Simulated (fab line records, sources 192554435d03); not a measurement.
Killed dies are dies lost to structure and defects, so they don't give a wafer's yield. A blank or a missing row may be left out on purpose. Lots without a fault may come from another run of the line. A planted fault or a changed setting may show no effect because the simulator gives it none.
Chamber matching | flow n5_finfet | N5_BEOL_M1_ETCH_77 on rie_diel-01: 3 sister chambers
The step etches underlayer in N2/H2, target depth 6.5 nm, time 5.2 s. 6 wafers are shown with their chamber, then 6 later ones without.

WAFERS WITH THEIR CHAMBER
wafer  | chamber | showerhead_plenum_p_Torr (Torr) | throttle_valve_pct (%)
L079.6 | 3       | 2.44                            | 17.73
L080.4 | 1       | 2.42                            | 17.52
L085.1 | 3       | 2.43                            | 17.72
L085.3 | 2       | 2.55                            | 18.11
L085.4 | 1       | 2.42                            | 17.58
L089.1 | 2       | 2.55                            | 18.14

WAFERS WITHOUT THEIR CHAMBER
wafer  | showerhead_plenum_p_Torr (Torr) | throttle_valve_pct (%)
L089.3 | 2.42                            | 17.59
L089.6 | 2.55                            | 18.14
L091.4 | 2.43                            | 17.73
L091.6 | 2.41                            | 17.60
L095.2 | 2.43                            | 17.75
L095.3 | 2.55                            | 18.15

WHICH CHAMBER EACH WENT THROUGH
wafer  | from the rows above | in truth
L089.3 | 1                   | 1
L089.6 | 2                   | 2
L091.4 | 3                   | 3
L091.6 | 1                   | 1
L095.2 | 3                   | 3
L095.3 | 2                   | 2
Placed correctly: 6 of 6. Can't be placed from these rows: 0. Placed wrongly: 0.
How it was worked out, from the rows above alone: a wafer's distance from a chamber is the root of the sum, over the readings, of the square of ((its reading less the chamber's mean) divided by the reading's scatter). The wafer belongs to the nearest chamber; if the next one is less than 2 further off, it can't be placed. A chamber's mean is the mean of its shown wafers. The scatter: the root of (the sum of the squares of (reading less its chamber's mean) over the shown wafers, divided by (wafers less chambers)).
